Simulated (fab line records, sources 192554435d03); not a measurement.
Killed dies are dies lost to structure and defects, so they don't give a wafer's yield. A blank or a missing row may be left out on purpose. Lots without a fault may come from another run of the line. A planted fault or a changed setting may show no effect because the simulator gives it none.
Split-lot experiment | flow n5_finfet | 7 lots, 39 wafers read, on a route of 1938 steps

THE SPLIT
At N5_PASSIVATION_SPUTTER_20 (material TaN, target thk 50 nm), the setting target_thk_a was moved away from the recipe's 500 angstrom on 15 of the 39 wafers read, by -49.9% to +41.5%. The other wafers ran this setting at the recipe's value.

The reading is taken at the split's own step.

THE READING
TaN_of_PASSIVATION_SPUTTER_20.thk_nm (the simulator's own value, which no gauge read), in nm, at N5_PASSIVATION_SPUTTER_20 (material TaN, target thk 50 nm). The file gives no usual value for it. The 24 wafers here that ran the recipe average 50.0 nm, standard deviation 0.37 nm.

wafer  | tool, chamber at the split | target_thk_a as run, angstrom | against the recipe | TaN_of_PASSIVATION_SPUTTER_20.thk_nm, nm | against lot-mates on the recipe
L075.3 | pvd_sputter-03, -          | 500                           | recipe             | 49.8                                     | -
L075.4 | pvd_sputter-03, -          | 500                           | recipe             | 49.8                                     | -
L075.6 | pvd_sputter-03, -          | 500                           | recipe             | 49.8                                     | -
L078.1 | pvd_sputter-03, -          | 500                           | recipe             | 50                                       | -
L078.2 | pvd_sputter-03, -          | 375.8                         | -24.8%             | 37.2                                     | -12.7
L078.4 | pvd_sputter-03, -          | 375.8                         | -24.8%             | 37.2                                     | -12.7
L078.3 | pvd_sputter-03, -          | 375.8                         | -24.8%             | 38.4                                     | -11.5
L078.5 | pvd_sputter-03, -          | 500                           | recipe             | 49.8                                     | -
L078.6 | pvd_sputter-03, -          | 500                           | recipe             | 49.8                                     | -
L081.1 | pvd_sputter-01, -          | 500                           | recipe             | 49.8                                     | -
L081.5 | pvd_sputter-01, -          | 500                           | recipe             | 49.8                                     | -
L081.2 | pvd_sputter-01, -          | 500                           | recipe             | 50.4                                     | -
L081.3 | pvd_sputter-01, -          | 500                           | recipe             | 50.4                                     | -
L081.4 | pvd_sputter-01, -          | 500                           | recipe             | 49.6                                     | -
L081.6 | pvd_sputter-01, -          | 500                           | recipe             | 50.6                                     | -
L082.1 | pvd_sputter-01, -          | 500                           | recipe             | 50.2                                     | -
L082.6 | pvd_sputter-01, -          | 500                           | recipe             | 50.2                                     | -
L082.2 | pvd_sputter-01, -          | 500                           | recipe             | 50.4                                     | -
L082.3 | pvd_sputter-01, -          | 707.4                         | +41.5%             | 70.8                                     | +20.5
L082.4 | pvd_sputter-01, -          | 707.4                         | +41.5%             | 70.8                                     | +20.5
L082.5 | pvd_sputter-01, -          | 707.4                         | +41.5%             | 71.2                                     | +20.9
L089.1 | pvd_sputter-03, -          | 250.4                         | -49.9%             | 25.2                                     | -24.6
L089.2 | pvd_sputter-03, -          | 500                           | recipe             | 49.4                                     | -
L089.3 | pvd_sputter-03, -          | 250.4                         | -49.9%             | 24.4                                     | -25.4
L089.4 | pvd_sputter-03, -          | 500                           | recipe             | 49.8                                     | -
L089.5 | pvd_sputter-03, -          | 250.4                         | -49.9%             | 24.2                                     | -25.6
L089.6 | pvd_sputter-03, -          | 500                           | recipe             | 50.2                                     | -
L092.1 | pvd_sputter-02, -          | 649.4                         | +29.9%             | 64.2                                     | +14.8
L092.2 | pvd_sputter-02, -          | 500                           | recipe             | 49.6                                     | -
L092.3 | pvd_sputter-02, -          | 649.4                         | +29.9%             | 64.4                                     | +15.0
L092.4 | pvd_sputter-02, -          | 649.4                         | +29.9%             | 64                                       | +14.6
L092.5 | pvd_sputter-02, -          | 500                           | recipe             | 49.4                                     | -
L092.6 | pvd_sputter-02, -          | 500                           | recipe             | 49.2                                     | -
L094.1 | pvd_sputter-01, -          | 625.6                         | +25.1%             | 63.2                                     | +12.9
L094.2 | pvd_sputter-01, -          | 500                           | recipe             | 50.2                                     | -
L094.4 | pvd_sputter-01, -          | 500                           | recipe             | 50.2                                     | -
L094.3 | pvd_sputter-01, -          | 625.6                         | +25.1%             | 62.8                                     | +12.5
L094.5 | pvd_sputter-01, -          | 625.6                         | +25.1%             | 62.8                                     | +12.5
L094.6 | pvd_sputter-01, -          | 500                           | recipe             | 50.6                                     | -

THE FIT
A straight line over all 39 wafers: TaN_of_PASSIVATION_SPUTTER_20.thk_nm changes by +0.503 nm for each +1% of target_thk_a; r = +1.00; the points scatter about the line by 0.45 nm.
The same after taking each lot's own level away (the mean of its wafers on the recipe; 39 wafers): +0.5 nm for each +1%; r = +1.00; scatter 0.31 nm.
On that fit, the largest move of target_thk_a shifts the reading by 25 nm.
The lots' own levels span 49.40 to 50.33 nm, that is 2.5 times the standard deviation above.
So the lot-to-lot level changes the slope little: the two slopes agree.
Check: with one of the wafers moved furthest among these (-49.9%) left out of the fit, the line predicts -25.1 nm for it against its lot-mates. It came out at -24.6 nm against them.

THE FILE'S OWN FIT
TaN_of_PASSIVATION_SPUTTER_20.thk_nm changes by +0.5 nm for each +1% of target_thk_a, r = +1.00.
